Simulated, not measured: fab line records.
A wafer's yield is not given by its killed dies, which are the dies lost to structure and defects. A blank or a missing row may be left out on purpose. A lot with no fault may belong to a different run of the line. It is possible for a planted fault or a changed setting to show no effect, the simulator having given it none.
Code-filled problem report in 8D (eight disciplines) form ; flow n5-finfet ; the parts of the form that need people (team, actions taken, sign-off) are left out

## 1. WHAT IS WRONG
etch-rf-on-time-s at N5_BEOL_M3_ETCH_74 reads a mean of 6.72 s on 3 wafers of 3 lots; wafers without a fault read 5.19 s with a standard deviation of 0.088. That puts it +17 standard deviations away from the usual mean.
The step: etches underlayer in N2/H2, target depth 6.5 nm, time 5.2 s.
The first sign was on wafer L354.6 at day 12 07:10, on rie-diel-05. Wafers with a number at this step in the record: 25, from 9 lots. By rule, "out" or "out of limits" means more than 4 standard deviations away from the usual mean. The rest of the wafers with a number are treated as sound.

## 2. WHAT IT IS, AND WHAT IT ISN'T
question;is;is not
which readings at this step;etch-rf-on-time-s;bias-w, drypump-motor-current-A, n2-flow-sccm, rf-vpp-V, showerhead-plenum-p-Torr, throttle-valve-pct
which lots;L354, L355, L357;L339, L341, L342, L344, L345, L346
which wafers of those lots;L354.6, L355.6, L357.1;L354.5, L355.4, L357.2, L357.4
read on which tools;rie-diel-05;rie-diel-02, rie-diel-06
when;from day 12 07:10;"up to then (19 sound wafers); but 3 sound wafers of L355, L357 came after"

## 3. SUSPECTS, AND WHAT RULES EACH OUT
Counting: if a tool at a process step up to the reading ran every lot that is out, it stays a suspect. Sound lots after the first of them don't rule it out here, since some wafers of a struck lot are sound.
- rie-diel-05 at N5_BEOL_M3_ETCH_74 (etches underlayer in N2/H2, target depth 6.5 nm, time 5.2 s): kept. Ran every lot that is out, first one L354 (day 12 07:10); last sound lot up to then L346 (day 10 08:46). Its own readings are out on those wafers: etch-rf-on-time-s.
- Within rie-diel-05 at N5_BEOL_M3_ETCH_74: the wafers that are out ran in chambers 0, 1; their sound lot-mates ran in chambers 2, 3.
After counting, what remains is rie-diel-05 at N5_BEOL_M3_ETCH_74.

## 4. THE CAUSE (what the simulator had put in)
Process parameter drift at N5_BEOL_M3_ETCH_74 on rie-diel-05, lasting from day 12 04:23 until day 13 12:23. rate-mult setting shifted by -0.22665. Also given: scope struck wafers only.
Only this tool survived the counting.

## 5. THE CHAIN OF EFFECTS, in route order
Rows list readings where the struck wafers' mean (over those with a number) sits beyond 3 standard deviations from the usual. Scope: only readings with a usual standard deviation given in the record; hours: median across lots of the time from each lot's start at the first step in this table that gives one to its start at this step; sigmas: change in usual standard deviations.
hours;step;reading;usual;on struck wafers;change;sigmas
0;N5_BEOL_M3_ETCH_74;etch-rf-on-time-s;5.19 s;6.72;+1.53;+17
Here are the process steps it includes:
- N5_BEOL_M3_ETCH_74: etches underlayer in N2/H2, target depth 6.5 nm, time 5.2 s.
At these later measuring or inspecting steps, every struck wafer for which the step has a row has a number for every such reading, and none has moved that far: N5_BEOL_M4_RC_MEAS_101.

## 6. HOW IT WOULD HAVE BEEN CAUGHT EARLIER
First out-of-limits reading in this record: day 12 07:10, which is 3 hours after fault onset at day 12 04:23.
